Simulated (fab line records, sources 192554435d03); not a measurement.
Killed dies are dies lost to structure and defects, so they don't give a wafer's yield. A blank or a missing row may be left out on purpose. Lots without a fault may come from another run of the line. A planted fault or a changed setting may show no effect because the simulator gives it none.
A struck lot beside a sound one | flow n5_finfet | 38 steps out of a route of 1938
Sound: wafers L987.3, L987.4, L987.5. Struck: wafer L998.1. (L998.3, L998.6 of the same lot were not struck and are left out.) The cause comes at the end.
At each step with rows: each side's tool, then ch and its chambers, then its first start. Under that, the readings that differ: sound wafers | struck wafers | difference of the means | sigmas: that difference in standard deviations of wafers without a fault.
alike: readings whose means differ by less than 2 such deviations, and words and numbers that are the same on both sides. not compared: withheld readings, readings that some wafer has no value for, bounds like >300 that may hide the same value, and numbers for which the record gives no deviation and whose values overlap.
The two part at a step that has a row with sigmas, a row that says differs or no value, or rows on one side only. Numbers that don't overlap but have no deviation are shown without sigmas and don't part them. A reading that every wafer of one side lacks parts them only if that side has two wafers or more.

first, 9 steps without rows for these wafers: N5_BEOL_M4_ANNEAL_95 (time 240 s); N5_BEOL_M4_SPUTTER_96 (material Cu, target thk 4.5 nm, time 8.29 s); N5_BEOL_M4_ECD_50 (material Cu, target thk 300 nm); N5_BEOL_M4_ANNEAL_51 (time 90 s); N5_BEOL_M4_CMP_52 (polishes, stops on SiOC, t overpolish 6.8 s, target thk 40 nm); N5_BEOL_M4_PRE_CLEAN_60 (time 15 s); N5_BEOL_M4_CO_CAP_55 (material Co, precursor CCTBA/H2, target thk 2 nm, time 102.1 s); N5_BEOL_M4_PRE_CLEAN_56 (time 15 s); N5_BEOL_M4_DEP_57 (deposits SiCN from 3MS/NH3, target thk 8 nm, time 14 s).
N5_BEOL_M4_RC_MEAS_101:
  sound on prober-01 ch 0, day 9 05:45; struck on prober-02 ch 0, day 13 12:13
  alike: DIBL_N, DIBL_P, IOFF_N, IOFF_P, ION_N, ION_P, SS_N, SS_P, VT_N, VT_P
then, 24 steps without rows for these wafers: N5_BEOL_M5_ILD_DEP_00 (deposits SiCOH lowk from DEMS/porogen, target thk 140.64 nm, time 25.9 s); N5_BEOL_M5_CURE_79 (cures SiCOH lowk, time 240 s); N5_BEOL_M5_PECVD_70 (deposits SiO2 from TEOS/O2, target thk 16 nm, time 18 s); N5_BEOL_M5_HM_DEP_02 (deposits TiN, target thk 20 nm); N5_BEOL_M5_COAT_59 (time 60 s, resist thk 60 nm); N5_BEOL_M5_COAT_60 (time 60 s, resist thk 12 nm); N5_BEOL_M5_COAT_71 (time 60 s, resist thk 5 nm); N5_BEOL_M5_COAT_05 (resist thk 30 nm); N5_BEOL_M5_EBR_07; N5_BEOL_M5_SOFTBAKE_06 (time 60 s); N5_BEOL_M5_EXPOSE_08 (exposes mask M5, target cd 28 nm); N5_BEOL_M5_PEB_09 (peb time 60 s); N5_BEOL_M5_DEVELOP_10 (develop time 30 s); N5_BEOL_M5_DESCUM_16 (chemistry O2, time 7 s); N5_BEOL_M5_ETCH_72 (etches underlayer in N2/H2, target depth 6.5 nm, time 5.2 s); N5_BEOL_M5_ETCH_61 (etches SiARC in CF4, target depth 15.6 nm, time 26 s); N5_BEOL_M5_ETCH_62 (etches SOC in N2/H2, target depth 75 nm, overetch 15 nm, time 112.5 s); N5_BEOL_M5_STRIP_63 (strips in N2/H2); N5_BEOL_M5_STRIP_73 (strips in N2/H2); N5_BEOL_M5_STRIP_64 (strips in CF4); N5_BEOL_M5_HM_OPEN_17 (chemistry Cl2/BCl3, target TiN, target depth 20 nm, overetch 6 nm); N5_BEOL_M5_STRIP_19 (strips in O2); N5_BEOL_M5_COAT_65 (time 60 s, resist thk 60 nm); N5_BEOL_M5_COAT_66 (time 60 s, resist thk 12 nm).
N5_BEOL_M9_ILD_DEP_00: deposits SiCOH lowk from DEMS/porogen, target thk 308.51 nm, time 58 s.
  sound on pecvd-03 ch 1,2, day 10 15:40; struck on pecvd-03 ch 0, day 15 03:54
  reading                                            | sound             | struck | difference | sigmas
  run_length_s (s)                                   | 101.1 100.9 101.6 | 139.8  | +38.6      | +68
  model.SiCOH_lowk_of_BEOL_M9_ILD_DEP_00.thk_nm (nm) | 305.8 312.6 313.2 | 503.8  | +193.3     |
  alike: heater_power_w, showerhead_plenum_p_Torr, throttle_valve_pct
N5_BEOL_M9_THK_MEAS_01:
  sound on film_metro-01, day 10 16:15; struck on film_metro-01, day 15 04:29
  reading         | sound       | struck | difference | sigmas
  M9_ILD_THK (nm) | 265 271 272 | 442    | +173       | +51
N5_BEOL_M9_CMP_52: polishes, stops on SiCOH lowk, t overpolish 7 s, target thk 140 nm.
  sound on cmp-02 ch 0,2, day 10 23:26; struck on cmp-02 ch 0, day 15 12:46
  reading                                            | sound             | struck | difference | sigmas
  model.SiCOH_lowk_of_BEOL_M9_ILD_DEP_00.thk_nm (nm) | 262.6 268.6 269.2 | 439.4  | +172.6     |
  alike: motor_current_A
-- the record jumps here: 3 days lie between the struck wafers' starts before and after (it left off in module BEOL_M9 and takes up again in module PASSIVATION, whose first step shown is number 1936 of the route) --
N5_PASSIVATION_PROBE_49:
  sound on prober-01, day 13 06:25; struck on prober-01, day 18 06:14
  reading                  | sound          | struck | difference | sigmas
  defect_limited_yield (%) | 89.8 93.0 92.7 | 0      | -92        | -66
  killed_at_M4_up          | 29 16 10       | 1077   | +1059      | +99 or more
  killed_dies              | 120 83 86      | 1180   | +1084      | +68
  killed_on_rim            | 10 6 10        | 152    | +143       | +40
  sort_bin_5_function (%)  | 5.9 4.0 3.6    | 96.1   | +91.6      | +97
  sort_n_pass              | 1060 1097 1094 | 0      | -1084      | -68
  sort_yield_pct (%)       | 89.8 93.0 92.7 | 0      | -92        | -66
  alike: killed_at_M0_to_M3, killed_at_contacts, killed_at_front_end, killed_at_other, killed_open, killed_short, sort_bin_6_memory

WHERE THEY PART
First at N5_BEOL_M9_ILD_DEP_00; last, within this record, at N5_PASSIVATION_PROBE_49.

WHY: what the simulator had put in
Process parameter drift: pecvd-03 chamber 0, from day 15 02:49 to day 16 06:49, at N5_BEOL_M9_ILD_DEP_00. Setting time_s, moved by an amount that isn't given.
